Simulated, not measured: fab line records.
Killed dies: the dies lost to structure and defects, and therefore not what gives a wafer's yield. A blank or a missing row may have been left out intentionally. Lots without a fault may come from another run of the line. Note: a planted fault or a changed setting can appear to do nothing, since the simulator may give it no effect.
Matching of chambers || flow n5-finfet || N5_BEOL_M10_ETCH_62 on rie-diel-05 has 4 sister chambers
The step etches SOC in N2/H2, target depth 110 nm, overetch 22 nm, time 165 s. 18 wafers are shown with their chamber, then 9 later ones without.

## WAFERS WITH THEIR CHAMBER
{"wafer": "L074.1", "chamber": 3, "drypump-motor-current-A (A)": 4.7, "showerhead-plenum-p-Torr (Torr)": 2.45, "throttle-valve-pct (%)": 17.92}
{"wafer": "L074.3", "chamber": 1, "drypump-motor-current-A (A)": 5.9, "showerhead-plenum-p-Torr (Torr)": 2.44, "throttle-valve-pct (%)": 17.87}
{"wafer": "L074.6", "chamber": 1, "drypump-motor-current-A (A)": 5.9, "showerhead-plenum-p-Torr (Torr)": 2.44, "throttle-valve-pct (%)": 17.87}
{"wafer": "L081.3", "chamber": 0, "drypump-motor-current-A (A)": 5.1, "showerhead-plenum-p-Torr (Torr)": 2.45, "throttle-valve-pct (%)": 17.78}
{"wafer": "L081.4", "chamber": 3, "drypump-motor-current-A (A)": 4.7, "showerhead-plenum-p-Torr (Torr)": 2.45, "throttle-valve-pct (%)": 17.96}
{"wafer": "L081.5", "chamber": 2, "drypump-motor-current-A (A)": 6.0, "showerhead-plenum-p-Torr (Torr)": 2.56, "throttle-valve-pct (%)": 18.13}
{"wafer": "L082.2", "chamber": 2, "drypump-motor-current-A (A)": 6.0, "showerhead-plenum-p-Torr (Torr)": 2.56, "throttle-valve-pct (%)": 18.12}
{"wafer": "L082.4", "chamber": 3, "drypump-motor-current-A (A)": 4.7, "showerhead-plenum-p-Torr (Torr)": 2.45, "throttle-valve-pct (%)": 17.93}
{"wafer": "L082.5", "chamber": 2, "drypump-motor-current-A (A)": 6.0, "showerhead-plenum-p-Torr (Torr)": 2.56, "throttle-valve-pct (%)": 18.11}
{"wafer": "L077.2", "chamber": 2, "drypump-motor-current-A (A)": 6.0, "showerhead-plenum-p-Torr (Torr)": 2.55, "throttle-valve-pct (%)": 18.11}
{"wafer": "L077.5", "chamber": 3, "drypump-motor-current-A (A)": 4.7, "showerhead-plenum-p-Torr (Torr)": 2.45, "throttle-valve-pct (%)": 17.96}
{"wafer": "L077.6", "chamber": 2, "drypump-motor-current-A (A)": 6.0, "showerhead-plenum-p-Torr (Torr)": 2.56, "throttle-valve-pct (%)": 18.12}
{"wafer": "L083.1", "chamber": 1, "drypump-motor-current-A (A)": 5.9, "showerhead-plenum-p-Torr (Torr)": 2.44, "throttle-valve-pct (%)": 17.90}
{"wafer": "L083.2", "chamber": 3, "drypump-motor-current-A (A)": 4.7, "showerhead-plenum-p-Torr (Torr)": 2.45, "throttle-valve-pct (%)": 17.94}
{"wafer": "L083.4", "chamber": 0, "drypump-motor-current-A (A)": 5.2, "showerhead-plenum-p-Torr (Torr)": 2.45, "throttle-valve-pct (%)": 17.79}
{"wafer": "L087.2", "chamber": 1, "drypump-motor-current-A (A)": 5.9, "showerhead-plenum-p-Torr (Torr)": 2.43, "throttle-valve-pct (%)": 17.93}
{"wafer": "L087.4", "chamber": 0, "drypump-motor-current-A (A)": 5.2, "showerhead-plenum-p-Torr (Torr)": 2.44, "throttle-valve-pct (%)": 17.81}
{"wafer": "L087.6", "chamber": 1, "drypump-motor-current-A (A)": 5.9, "showerhead-plenum-p-Torr (Torr)": 2.43, "throttle-valve-pct (%)": 17.93}

SIGNATURES (averages over the wafers above)
{"reading": "drypump-motor-current-A", "chamber 0": 5.167, "chamber 1": 5.900, "chamber 2": 6.000, "chamber 3": 4.700, "scatter within a chamber": 0.0218}
{"reading": "showerhead-plenum-p-Torr", "chamber 0": 2.4467, "chamber 1": 2.4360, "chamber 2": 2.5580, "chamber 3": 2.4500, "scatter within a chamber": 0.00436}
{"reading": "throttle-valve-pct", "chamber 0": 17.7933, "chamber 1": 17.9000, "chamber 2": 18.1180, "chamber 3": 17.9420, "scatter within a chamber": 0.02}
Rule: for each reading, subtract the chamber's mean from the wafer's reading, divide by that reading's scatter and square the result; add these up over the readings and take the root, which gives the wafer's distance from the chamber. The wafer belongs to the nearest chamber; if the next one is less than 2 further off, it can't be placed. How the scatter is found: for the shown wafers, subtract from each reading the mean of its chamber, square and add these, divide the total by (wafers less chambers), then take the root.

## WAFERS WITHOUT THEIR CHAMBER
{"wafer": "L092.1", "drypump-motor-current-A (A)": 6.0, "showerhead-plenum-p-Torr (Torr)": 2.54, "throttle-valve-pct (%)": 18.16}
{"wafer": "L092.4", "drypump-motor-current-A (A)": 5.9, "showerhead-plenum-p-Torr (Torr)": 2.43, "throttle-valve-pct (%)": 17.95}
{"wafer": "L092.5", "drypump-motor-current-A (A)": 4.7, "showerhead-plenum-p-Torr (Torr)": 2.44, "throttle-valve-pct (%)": 17.99}
{"wafer": "L093.3", "drypump-motor-current-A (A)": 4.7, "showerhead-plenum-p-Torr (Torr)": 2.44, "throttle-valve-pct (%)": 18.00}
{"wafer": "L093.4", "drypump-motor-current-A (A)": 6.0, "showerhead-plenum-p-Torr (Torr)": 2.54, "throttle-valve-pct (%)": 18.16}
{"wafer": "L093.5", "drypump-motor-current-A (A)": 5.9, "showerhead-plenum-p-Torr (Torr)": 2.54, "throttle-valve-pct (%)": 18.15}
{"wafer": "L096.1", "drypump-motor-current-A (A)": 5.9, "showerhead-plenum-p-Torr (Torr)": 2.43, "throttle-valve-pct (%)": 17.95}
{"wafer": "L096.4", "drypump-motor-current-A (A)": 4.7, "showerhead-plenum-p-Torr (Torr)": 2.44, "throttle-valve-pct (%)": 18.00}
{"wafer": "L096.5", "drypump-motor-current-A (A)": 5.2, "showerhead-plenum-p-Torr (Torr)": 2.44, "throttle-valve-pct (%)": 17.84}

## EACH ONE'S CHAMBER
{"wafer": "L092.1", "from the rows above": 2, "in truth": 2}
{"wafer": "L092.4", "from the rows above": 1, "in truth": 1}
{"wafer": "L092.5", "from the rows above": 3, "in truth": 3}
{"wafer": "L093.3", "from the rows above": 3, "in truth": 3}
{"wafer": "L093.4", "from the rows above": 2, "in truth": 2}
{"wafer": "L093.5", "from the rows above": 2, "in truth": 2}
{"wafer": "L096.1", "from the rows above": 1, "in truth": 1}
{"wafer": "L096.4", "from the rows above": 3, "in truth": 3}
{"wafer": "L096.5", "from the rows above": 0, "in truth": 0}
Correctly placed: 9 of 9. From these rows, 0 cannot be placed. Wrongly placed: 0.
